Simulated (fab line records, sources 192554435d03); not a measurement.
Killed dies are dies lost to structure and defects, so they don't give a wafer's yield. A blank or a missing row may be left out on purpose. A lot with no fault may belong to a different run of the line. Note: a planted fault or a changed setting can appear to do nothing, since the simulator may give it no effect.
fab line records / flow n5-finfet / part 2 of 2: steps 23 to 28 of 28
record: lots: 5 wafers: 15 last-day: 17
route steps=1938 shown BEOL_M14@1765 BEOL_M15@1773
lots that met no fault: from a run of the same line without faults
start-h: hours from the record's opening day to when the first of the lot's shown wafers began / wait-h: hours from the lot's prior step to this one / " identical to the entry in the row above / L1.1+2: several wafers, shown together as one row / - no value, or no start given / * or withheld: withheld / < > ~ a bound
route shown NAME@n: a module of which the file shows steps, and the number in the route of the first / usual: mean/standard deviation taken from wafers without a fault / same: alike in all rows / chamber/n: place in a boat / sites: the reading at each site / _std_site: their standard deviation / _edge_site: mean of outer sites minus mean of inner sites / radius-mm: for every site, how far away it sits from the centre of the wafer / mask NAME#n: copy n / behind: the last tool/chamber to shape the wafer / hold: what put the lot on hold/how long, in hours/how the hold closed / device: which transistor (n, p or np) failed to switch / end of line: tests run on the same wafers once the route is complete / a step given without rows: its recipe and nothing more / killed: at the first sort, the dies lost to defects and structure; wafer yield is something else / map: a wafer's dies, marking killed ones x, the rest . and places with no die _
set.NAME: the setting the step ran with; set.NAME@STEP: the setting that earlier step ran with / model.NAME: the simulator's own value behind a step, which no gauge read
a table for each step, a row for each wafer; lots at some steps of the route
services: when a tool's chamber went out of use (start-h, in hours from the record's first day, below 0 if earlier), for how many hours, and the reason
== steps ==
step: N5_BEOL_M15_ETCH_59
recipe: chemistry: N2/H2 target: BARC target-depth-a: 890 overetch-a: 267 time-s: 67.9 ion-energy-ev: 200 pressure-mtorr: 30 source-w: 840 bias-w: 150 n2-flow-sccm: 200 h2-flow-sccm: 200
usual: drypump-motor-current-A: 5.7/0.31 oes-product-au: 0.70/0.075 rf-vpp-V: 524.6/1.7 showerhead-plenum-p-Torr: 2.57/0.053 throttle-valve-pct: 17.87/0.25
lot.wafer=L074.1 tool=rie-diel-06 chamber=3 start-h=254.60 wait-h=0.0 drypump-motor-current-A=5.3 oes-product-au=0.69 rf-hours-counter-h=101 rf-vpp-V=520.9 showerhead-plenum-p-Torr=2.47 throttle-valve-pct=18.04
lot.wafer=L074.5 tool=rie-diel-06 chamber=2 start-h=254.60 wait-h=0.0 drypump-motor-current-A=5.6 oes-product-au=0.60 rf-hours-counter-h=- rf-vpp-V=522.9 showerhead-plenum-p-Torr=2.52 throttle-valve-pct=18.06
lot.wafer=L074.6 tool=rie-diel-06 chamber=1 start-h=254.60 wait-h=0.0 drypump-motor-current-A=5.3 oes-product-au=0.78 rf-hours-counter-h=- rf-vpp-V=525.8 showerhead-plenum-p-Torr=2.59 throttle-valve-pct=17.40
lot.wafer=L076.1 tool=rie-diel-01 chamber=0 start-h=260.75 wait-h=0.0 drypump-motor-current-A=6.1 oes-product-au=0.73 rf-hours-counter-h=42 rf-vpp-V=524.3 showerhead-plenum-p-Torr=2.60 throttle-valve-pct=18.04
lot.wafer=L076.4 tool=rie-diel-01 chamber=3 start-h=260.75 wait-h=0.0 drypump-motor-current-A=5.7 oes-product-au=0.62 rf-hours-counter-h=- rf-vpp-V=526.1 showerhead-plenum-p-Torr=2.62 throttle-valve-pct=17.70
lot.wafer=L076.6 tool=rie-diel-01 chamber=0 start-h=260.75 wait-h=0.0 drypump-motor-current-A=6.1 oes-product-au=0.73 rf-hours-counter-h=- rf-vpp-V=526.6 showerhead-plenum-p-Torr=2.60 throttle-valve-pct=18.06
lot.wafer=L092.1 tool=rie-diel-06 chamber=3 start-h=351.01 wait-h=0.0 drypump-motor-current-A=5.3 oes-product-au=0.67 rf-hours-counter-h=124 rf-vpp-V=520.8 showerhead-plenum-p-Torr=2.46 throttle-valve-pct=18.08
lot.wafer=L092.2 tool=rie-diel-06 chamber=0 start-h=351.01 wait-h=0.0 drypump-motor-current-A=5.8 oes-product-au=0.60 rf-hours-counter-h=221 rf-vpp-V=525.2 showerhead-plenum-p-Torr=2.62 throttle-valve-pct=18.11
lot.wafer=L092.3 tool=rie-diel-06 chamber=1 start-h=351.01 wait-h=0.0 drypump-motor-current-A=5.3 oes-product-au=0.75 rf-hours-counter-h=43 rf-vpp-V=524.4 showerhead-plenum-p-Torr=2.58 throttle-valve-pct=17.44
lot.wafer=L093.2 tool=rie-diel-05 chamber=1 start-h=363.91 wait-h=0.0 drypump-motor-current-A=5.3 oes-product-au=0.64 rf-hours-counter-h=146 rf-vpp-V=523.7 showerhead-plenum-p-Torr=2.56 throttle-valve-pct=17.86
lot.wafer=L093.3 tool=rie-diel-05 chamber=2 start-h=363.91 wait-h=0.0 drypump-motor-current-A=5.6 oes-product-au=0.67 rf-hours-counter-h=111 rf-vpp-V=523.2 showerhead-plenum-p-Torr=2.57 throttle-valve-pct=18.11
lot.wafer=L093.4 tool=rie-diel-05 chamber=3 start-h=363.91 wait-h=0.0 drypump-motor-current-A=5.6 oes-product-au=0.76 rf-hours-counter-h=17 rf-vpp-V=521.3 showerhead-plenum-p-Torr=2.48 throttle-valve-pct=17.58
lot.wafer=L096.2 tool=rie-diel-06 chamber=1 start-h=387.58 wait-h=0.0 drypump-motor-current-A=5.3 oes-product-au=0.73 rf-hours-counter-h=56 rf-vpp-V=526.7 showerhead-plenum-p-Torr=2.57 throttle-valve-pct=17.47
lot.wafer=L096.3 tool=rie-diel-06 chamber=0 start-h=387.58 wait-h=0.0 drypump-motor-current-A=5.8 oes-product-au=0.59 rf-hours-counter-h=229 rf-vpp-V=526.1 showerhead-plenum-p-Torr=2.62 throttle-valve-pct=18.11
lot.wafer=L096.5 tool=rie-diel-06 chamber=3 start-h=387.58 wait-h=0.0 drypump-motor-current-A=5.3 oes-product-au=0.67 rf-hours-counter-h=- rf-vpp-V=520.1 showerhead-plenum-p-Torr=2.46 throttle-valve-pct=18.08
step: N5_BEOL_M15_VIA_ETCH_16
recipe: chemistry: C4F8/O2/Ar target: SiO2 he-inner-torr: 15 he-outer-torr: 30 target-depth-a: 17922 time-s: withheld ion-energy-ev: 800 pressure-mtorr: 20 source-w: 1905 bias-w: 2040 Ar_flow_sccm: 400 C4F8_flow_sccm: 16 O2_flow_sccm: 12 ends: cleared
usual: drypump-motor-current-A: 5.7/0.31 he-inner-torr: 15.00/0.032 oes-product-au: 0.74/0.084 rf-vpp-V: 2221/28 showerhead-plenum-p-Torr: 3.46/0.068 throttle-valve-pct: 30.77/0.17
lot.wafer=L074.1 tool=rie-diel-06 chamber=3 start-h=254.65 wait-h=0.0 drypump-motor-current-A=5.3 he-inner-torr=14.99 oes-product-au=0.74 rf-vpp-V=2192 showerhead-plenum-p-Torr=3.33 throttle-valve-pct=30.96
lot.wafer=L074.5 tool=rie-diel-06 chamber=2 start-h=254.65 wait-h=0.0 drypump-motor-current-A=5.6 he-inner-torr=15.02 oes-product-au=0.64 rf-vpp-V=2176 showerhead-plenum-p-Torr=3.41 throttle-valve-pct=30.93
lot.wafer=L074.6 tool=rie-diel-06 chamber=1 start-h=254.65 wait-h=0.0 drypump-motor-current-A=5.3 he-inner-torr=15.01 oes-product-au=0.82 rf-vpp-V=2201 showerhead-plenum-p-Torr=3.53 throttle-valve-pct=30.62
lot.wafer=L076.1 tool=rie-diel-01 chamber=0 start-h=260.80 wait-h=0.0 drypump-motor-current-A=6.1 he-inner-torr=14.99 oes-product-au=0.76 rf-vpp-V=2192 showerhead-plenum-p-Torr=3.46 throttle-valve-pct=30.69
lot.wafer=L076.4 tool=rie-diel-01 chamber=3 start-h=260.80 wait-h=0.0 drypump-motor-current-A=5.7 he-inner-torr=14.99 oes-product-au=0.65 rf-vpp-V=2260 showerhead-plenum-p-Torr=3.53 throttle-valve-pct=30.61
lot.wafer=L076.6 tool=rie-diel-01 chamber=0 start-h=260.80 wait-h=0.0 drypump-motor-current-A=6.1 he-inner-torr=14.96 oes-product-au=0.76 rf-vpp-V=2191 showerhead-plenum-p-Torr=3.46 throttle-valve-pct=30.72
lot.wafer=L092.1 tool=rie-diel-06 chamber=3 start-h=351.06 wait-h=0.0 drypump-motor-current-A=5.3 he-inner-torr=14.99 oes-product-au=0.71 rf-vpp-V=2191 showerhead-plenum-p-Torr=3.32 throttle-valve-pct=30.96
lot.wafer=L092.2 tool=rie-diel-06 chamber=0 start-h=351.06 wait-h=0.0 drypump-motor-current-A=5.8 he-inner-torr=15.03 oes-product-au=0.62 rf-vpp-V=2212 showerhead-plenum-p-Torr=3.53 throttle-valve-pct=30.96
lot.wafer=L092.3 tool=rie-diel-06 chamber=1 start-h=351.06 wait-h=0.0 drypump-motor-current-A=5.3 he-inner-torr=15.01 oes-product-au=0.77 rf-vpp-V=2199 showerhead-plenum-p-Torr=3.52 throttle-valve-pct=30.64
lot.wafer=L093.2 tool=rie-diel-05 chamber=1 start-h=363.96 wait-h=0.0 drypump-motor-current-A=5.3 he-inner-torr=15.02 oes-product-au=0.68 rf-vpp-V=2264 showerhead-plenum-p-Torr=3.40 throttle-valve-pct=30.41
lot.wafer=L093.3 tool=rie-diel-05 chamber=2 start-h=363.96 wait-h=0.0 drypump-motor-current-A=5.6 he-inner-torr=14.98 oes-product-au=0.71 rf-vpp-V=2261 showerhead-plenum-p-Torr=3.46 throttle-valve-pct=30.99
lot.wafer=L093.4 tool=rie-diel-05 chamber=3 start-h=363.96 wait-h=0.0 drypump-motor-current-A=5.5 he-inner-torr=14.94 oes-product-au=0.82 rf-vpp-V=2202 showerhead-plenum-p-Torr=3.37 throttle-valve-pct=30.76
lot.wafer=L096.2 tool=rie-diel-06 chamber=1 start-h=387.63 wait-h=0.0 drypump-motor-current-A=5.3 he-inner-torr=14.99 oes-product-au=0.76 rf-vpp-V=2202 showerhead-plenum-p-Torr=3.51 throttle-valve-pct=30.62
lot.wafer=L096.3 tool=rie-diel-06 chamber=0 start-h=387.63 wait-h=0.0 drypump-motor-current-A=5.8 he-inner-torr=15.01 oes-product-au=0.62 rf-vpp-V=2211 showerhead-plenum-p-Torr=3.53 throttle-valve-pct=30.97
lot.wafer=L096.5 tool=rie-diel-06 chamber=3 start-h=387.63 wait-h=0.0 drypump-motor-current-A=5.3 he-inner-torr=15.01 oes-product-au=0.69 rf-vpp-V=2190 showerhead-plenum-p-Torr=3.32 throttle-valve-pct=30.98
step: N5_BEOL_M15_STRIP_63
recipe: chemistry: O2 power-w: 600 temp-c: 60 pressure-mtorr: 30 rf-frequency-hz: 6e+07 bias-power-w: 0 overash-fraction: 0.3 o2-flow-sccm: 225
usual: drypump-motor-current-A: 5.7/0.31 o2-flow-sccm: 225.0/0.66 oes-product-au: 0.82/0.092 rf-vpp-V: 3.6/0.7 showerhead-plenum-p-Torr: 2.12/0.043 throttle-valve-pct: 16.61/0.21
same: bias-power-w: 0
lot.wafer=L074.1 tool=rie-diel-06 chamber=3 start-h=- wait-h=- drypump-motor-current-A=5.3 o2-flow-sccm=225.1 oes-product-au=0.82 rf-hours-counter-h=102 rf-vpp-V=3.2 showerhead-plenum-p-Torr=2.03 throttle-valve-pct=16.64
lot.wafer=L074.5 tool=rie-diel-06 chamber=2 start-h=- wait-h=- drypump-motor-current-A=5.5 o2-flow-sccm=225.4 oes-product-au=0.70 rf-hours-counter-h=- rf-vpp-V=3.2 showerhead-plenum-p-Torr=2.08 throttle-valve-pct=16.93
lot.wafer=L074.6 tool=rie-diel-06 chamber=1 start-h=- wait-h=- drypump-motor-current-A=5.3 o2-flow-sccm=224.4 oes-product-au=0.92 rf-hours-counter-h=- rf-vpp-V=3.7 showerhead-plenum-p-Torr=2.14 throttle-valve-pct=16.30
lot.wafer=L076.1 tool=rie-diel-01 chamber=0 start-h=- wait-h=- drypump-motor-current-A=6.1 o2-flow-sccm=223.8 oes-product-au=0.84 rf-hours-counter-h=42 rf-vpp-V=3.0 showerhead-plenum-p-Torr=2.16 throttle-valve-pct=16.73
lot.wafer=L076.4 tool=rie-diel-01 chamber=3 start-h=- wait-h=- drypump-motor-current-A=5.8 o2-flow-sccm=225.0 oes-product-au=0.73 rf-hours-counter-h=- rf-vpp-V=2.1 showerhead-plenum-p-Torr=2.14 throttle-valve-pct=16.42
lot.wafer=L076.6 tool=rie-diel-01 chamber=0 start-h=- wait-h=- drypump-motor-current-A=6.1 o2-flow-sccm=224.9 oes-product-au=0.84 rf-hours-counter-h=- rf-vpp-V=3.3 showerhead-plenum-p-Torr=2.15 throttle-valve-pct=16.74
lot.wafer=L092.1 tool=rie-diel-06 chamber=3 start-h=- wait-h=- drypump-motor-current-A=5.3 o2-flow-sccm=224.3 oes-product-au=0.79 rf-hours-counter-h=124 rf-vpp-V=3.5 showerhead-plenum-p-Torr=2.02 throttle-valve-pct=16.68
lot.wafer=L092.2 tool=rie-diel-06 chamber=0 start-h=- wait-h=- drypump-motor-current-A=5.8 o2-flow-sccm=225.6 oes-product-au=0.68 rf-hours-counter-h=221 rf-vpp-V=2.8 showerhead-plenum-p-Torr=2.13 throttle-valve-pct=16.68
lot.wafer=L092.3 tool=rie-diel-06 chamber=1 start-h=- wait-h=- drypump-motor-current-A=5.3 o2-flow-sccm=226.6 oes-product-au=0.87 rf-hours-counter-h=43 rf-vpp-V=3.9 showerhead-plenum-p-Torr=2.13 throttle-valve-pct=16.36
lot.wafer=L093.2 tool=rie-diel-05 chamber=1 start-h=- wait-h=- drypump-motor-current-A=5.2 o2-flow-sccm=224.8 oes-product-au=0.75 rf-hours-counter-h=146 rf-vpp-V=2.0 showerhead-plenum-p-Torr=2.10 throttle-valve-pct=16.58
lot.wafer=L093.3 tool=rie-diel-05 chamber=2 start-h=- wait-h=- drypump-motor-current-A=5.5 o2-flow-sccm=224.5 oes-product-au=0.77 rf-hours-counter-h=111 rf-vpp-V=2.6 showerhead-plenum-p-Torr=2.10 throttle-valve-pct=16.65
lot.wafer=L093.4 tool=rie-diel-05 chamber=3 start-h=- wait-h=- drypump-motor-current-A=5.5 o2-flow-sccm=225.6 oes-product-au=0.91 rf-hours-counter-h=18 rf-vpp-V=3.1 showerhead-plenum-p-Torr=2.06 throttle-valve-pct=16.58
lot.wafer=L096.2 tool=rie-diel-06 chamber=1 start-h=- wait-h=- drypump-motor-current-A=5.3 o2-flow-sccm=224.8 oes-product-au=0.84 rf-hours-counter-h=56 rf-vpp-V=3.7 showerhead-plenum-p-Torr=2.13 throttle-valve-pct=16.33
lot.wafer=L096.3 tool=rie-diel-06 chamber=0 start-h=- wait-h=- drypump-motor-current-A=5.9 o2-flow-sccm=225.3 oes-product-au=0.69 rf-hours-counter-h=229 rf-vpp-V=3.4 showerhead-plenum-p-Torr=2.13 throttle-valve-pct=16.68
lot.wafer=L096.5 tool=rie-diel-06 chamber=3 start-h=- wait-h=- drypump-motor-current-A=5.3 o2-flow-sccm=223.4 oes-product-au=0.78 rf-hours-counter-h=- rf-vpp-V=4.2 showerhead-plenum-p-Torr=2.02 throttle-valve-pct=16.73
step: N5_BEOL_M15_STRIP_64
recipe: chemistry: O2 power-w: 600 temp-c: 60 pressure-mtorr: 30 rf-frequency-hz: 6e+07 bias-power-w: 0 overash-fraction: 0.3 o2-flow-sccm: 225
usual: drypump-motor-current-A: 5.7/0.31 o2-flow-sccm: 225.0/0.64 oes-product-au: 0.82/0.093 rf-vpp-V: 3.6/0.46 showerhead-plenum-p-Torr: 2.12/0.043 throttle-valve-pct: 16.61/0.21
same: bias-power-w: 0
lot.wafer=L074.1 tool=rie-diel-06 chamber=3 start-h=- wait-h=- drypump-motor-current-A=5.3 o2-flow-sccm=225.5 oes-product-au=0.81 rf-hours-counter-h=102 rf-vpp-V=3.2 showerhead-plenum-p-Torr=2.03 throttle-valve-pct=16.65
lot.wafer=L074.5 tool=rie-diel-06 chamber=2 start-h=- wait-h=- drypump-motor-current-A=5.5 o2-flow-sccm=224.7 oes-product-au=0.69 rf-hours-counter-h=- rf-vpp-V=3.8 showerhead-plenum-p-Torr=2.08 throttle-valve-pct=16.92
lot.wafer=L074.6 tool=rie-diel-06 chamber=1 start-h=- wait-h=- drypump-motor-current-A=5.3 o2-flow-sccm=224.4 oes-product-au=0.92 rf-hours-counter-h=- rf-vpp-V=3.2 showerhead-plenum-p-Torr=2.14 throttle-valve-pct=16.29
lot.wafer=L076.1 tool=rie-diel-01 chamber=0 start-h=- wait-h=- drypump-motor-current-A=6.1 o2-flow-sccm=225.3 oes-product-au=0.84 rf-hours-counter-h=42 rf-vpp-V=3.7 showerhead-plenum-p-Torr=2.16 throttle-valve-pct=16.75
lot.wafer=L076.4 tool=rie-diel-01 chamber=3 start-h=- wait-h=- drypump-motor-current-A=5.8 o2-flow-sccm=224.8 oes-product-au=0.73 rf-hours-counter-h=- rf-vpp-V=4.7 showerhead-plenum-p-Torr=2.14 throttle-valve-pct=16.43
lot.wafer=L076.6 tool=rie-diel-01 chamber=0 start-h=- wait-h=- drypump-motor-current-A=6.1 o2-flow-sccm=225.8 oes-product-au=0.84 rf-hours-counter-h=- rf-vpp-V=4.7 showerhead-plenum-p-Torr=2.16 throttle-valve-pct=16.74
lot.wafer=L092.1 tool=rie-diel-06 chamber=3 start-h=- wait-h=- drypump-motor-current-A=5.3 o2-flow-sccm=224.6 oes-product-au=0.79 rf-hours-counter-h=124 rf-vpp-V=3.8 showerhead-plenum-p-Torr=2.02 throttle-valve-pct=16.68
lot.wafer=L092.2 tool=rie-diel-06 chamber=0 start-h=- wait-h=- drypump-motor-current-A=5.8 o2-flow-sccm=225.4 oes-product-au=0.69 rf-hours-counter-h=221 rf-vpp-V=4.0 showerhead-plenum-p-Torr=2.13 throttle-valve-pct=16.68
lot.wafer=L092.3 tool=rie-diel-06 chamber=1 start-h=- wait-h=- drypump-motor-current-A=5.3 o2-flow-sccm=225.7 oes-product-au=0.88 rf-hours-counter-h=43 rf-vpp-V=2.7 showerhead-plenum-p-Torr=2.13 throttle-valve-pct=16.33
lot.wafer=L093.2 tool=rie-diel-05 chamber=1 start-h=- wait-h=- drypump-motor-current-A=5.2 o2-flow-sccm=224.3 oes-product-au=0.76 rf-hours-counter-h=146 rf-vpp-V=3.4 showerhead-plenum-p-Torr=2.10 throttle-valve-pct=16.57
lot.wafer=L093.3 tool=rie-diel-05 chamber=2 start-h=- wait-h=- drypump-motor-current-A=5.6 o2-flow-sccm=224.6 oes-product-au=0.78 rf-hours-counter-h=111 rf-vpp-V=3.9 showerhead-plenum-p-Torr=2.10 throttle-valve-pct=16.65
lot.wafer=L093.4 tool=rie-diel-05 chamber=3 start-h=- wait-h=- drypump-motor-current-A=5.6 o2-flow-sccm=225.2 oes-product-au=0.91 rf-hours-counter-h=18 rf-vpp-V=3.2 showerhead-plenum-p-Torr=2.06 throttle-valve-pct=16.58
lot.wafer=L096.2 tool=rie-diel-06 chamber=1 start-h=- wait-h=- drypump-motor-current-A=5.3 o2-flow-sccm=224.8 oes-product-au=0.85 rf-hours-counter-h=56 rf-vpp-V=3.3 showerhead-plenum-p-Torr=2.13 throttle-valve-pct=16.38
lot.wafer=L096.3 tool=rie-diel-06 chamber=0 start-h=- wait-h=- drypump-motor-current-A=5.8 o2-flow-sccm=224.4 oes-product-au=0.68 rf-hours-counter-h=229 rf-vpp-V=4.6 showerhead-plenum-p-Torr=2.13 throttle-valve-pct=16.70
lot.wafer=L096.5 tool=rie-diel-06 chamber=3 start-h=- wait-h=- drypump-motor-current-A=5.2 o2-flow-sccm=224.9 oes-product-au=0.77 rf-hours-counter-h=- rf-vpp-V=4.2 showerhead-plenum-p-Torr=2.02 throttle-valve-pct=16.71
step: N5_BEOL_M15_STRIP_65
recipe: chemistry: post-etch-residue-remover time-s: 60 temp-c: 25 remover-ph: withheld remover-water-wt-pct: withheld remover-fluoride-wt-pct: withheld
lot.wafer=L074.1+5+6 tool=wet-bench-05 chamber=0,6,7 start-h=255.00 wait-h=-
lot.wafer=L076.1+4+6 tool=wet-bench-05 chamber=7,1,2 start-h=261.15 wait-h=-
lot.wafer=L092.1+2+3 tool=wet-bench-04 chamber=5,4,3 start-h=351.41 wait-h=-
lot.wafer=L093.2+3+4 tool=wet-bench-05 chamber=3,2,6 start-h=364.31 wait-h=-
lot.wafer=L096.2+3+5 tool=wet-bench-06 chamber=5,4,3 start-h=387.98 wait-h=-
step: N5_BEOL_M15_SRD_66
recipe: time-s: 30 temp-c: 23 rinse-liquid: diw dry: n2-spin spin-rpm: 1500 dry-time-s: 30
usual: do-supply-ppb: 10.00/0.1 spin-rpm: 1499.9/0.84
lot.wafer=L074.1 tool=wet-bench-05 chamber=0 start-h=255.02 wait-h=0.0 do-supply-ppb=9.93 spin-rpm=1498.7
lot.wafer=L074.5 tool=wet-bench-05 chamber=6 start-h=255.02 wait-h=0.0 do-supply-ppb=10.21 spin-rpm=1499.3
lot.wafer=L074.6 tool=wet-bench-05 chamber=7 start-h=255.02 wait-h=0.0 do-supply-ppb=9.83 spin-rpm=1499.5
lot.wafer=L076.1 tool=wet-bench-05 chamber=7 start-h=261.17 wait-h=0.0 do-supply-ppb=9.98 spin-rpm=1498.9
lot.wafer=L076.4 tool=wet-bench-05 chamber=1 start-h=261.17 wait-h=0.0 do-supply-ppb=9.81 spin-rpm=1497.9
lot.wafer=L076.6 tool=wet-bench-05 chamber=2 start-h=261.17 wait-h=0.0 do-supply-ppb=10.05 spin-rpm=1500.4
lot.wafer=L092.1 tool=wet-bench-04 chamber=5 start-h=351.43 wait-h=0.0 do-supply-ppb=9.95 spin-rpm=1500.6
lot.wafer=L092.2 tool=wet-bench-04 chamber=4 start-h=351.43 wait-h=0.0 do-supply-ppb=10.01 spin-rpm=1498.6
lot.wafer=L092.3 tool=wet-bench-04 chamber=3 start-h=351.43 wait-h=0.0 do-supply-ppb=10.11 spin-rpm=1499.2
lot.wafer=L093.2 tool=wet-bench-05 chamber=3 start-h=364.33 wait-h=0.0 do-supply-ppb=10.11 spin-rpm=1500.3
lot.wafer=L093.3 tool=wet-bench-05 chamber=2 start-h=364.33 wait-h=0.0 do-supply-ppb=10.12 spin-rpm=1499.4
lot.wafer=L093.4 tool=wet-bench-05 chamber=6 start-h=364.33 wait-h=0.0 do-supply-ppb=9.89 spin-rpm=1498.7
lot.wafer=L096.2 tool=wet-bench-06 chamber=5 start-h=388.00 wait-h=0.0 do-supply-ppb=10.07 spin-rpm=1500.4
lot.wafer=L096.3 tool=wet-bench-06 chamber=4 start-h=388.00 wait-h=0.0 do-supply-ppb=9.97 spin-rpm=1500.0
lot.wafer=L096.5 tool=wet-bench-06 chamber=3 start-h=388.00 wait-h=0.0 do-supply-ppb=9.93 spin-rpm=1499.8
== services ==
tool=pecvd-02 chamber=- start-h=233.00 hours=0.7 kind=repair
tool=krf-scanner-01 chamber=- start-h=235.98 hours=1.0 kind=pm
tool=krf-scanner-01 chamber=- start-h=246.10 hours=1.3 kind=pm
tool=rie-diel-06 chamber=0 start-h=274.36 hours=3.1 kind=repair
tool=krf-scanner-01 chamber=- start-h=277.89 hours=2.3 kind=repair
tool=krf-scanner-01 chamber=- start-h=287.82 hours=0.5 kind=repair
tool=rie-diel-06 chamber=3 start-h=294.02 hours=4.3 kind=repair
tool=krf-scanner-02 chamber=- start-h=305.95 hours=1.0 kind=pm
tool=cmp-03 chamber=- start-h=310.81 hours=1.6 kind=repair
tool=krf-scanner-02 chamber=- start-h=311.12 hours=4.7 kind=repair
tool=cmp-02 chamber=- start-h=311.44 hours=6.1 kind=pm
tool=krf-scanner-02 chamber=- start-h=315.87 hours=1.3 kind=pm
tool=cmp-03 chamber=- start-h=316.38 hours=4.0 kind=pm
tool=krf-scanner-02 chamber=- start-h=318.24 hours=1.7 kind=repair
tool=krf-scanner-01 chamber=- start-h=325.95 hours=0.8 kind=pm
tool=ecd-cu-02 chamber=- start-h=327.54 hours=0.4 kind=repair
tool=rie-diel-06 chamber=- start-h=331.77 hours=14.6 kind=pm
tool=cmp-02 chamber=- start-h=333.42 hours=0.7 kind=repair
tool=krf-scanner-01 chamber=- start-h=334.23 hours=3.6 kind=pm
tool=cmp-02 chamber=- start-h=335.14 hours=4.6 kind=repair
tool=wet-bench-04 chamber=- start-h=338.23 hours=2.4 kind=repair
tool=krf-scanner-02 chamber=- start-h=340.88 hours=0.4 kind=repair
tool=krf-scanner-01 chamber=- start-h=356.37 hours=3.5 kind=repair
tool=ecd-cu-01 chamber=- start-h=383.74 hours=5.4 kind=repair
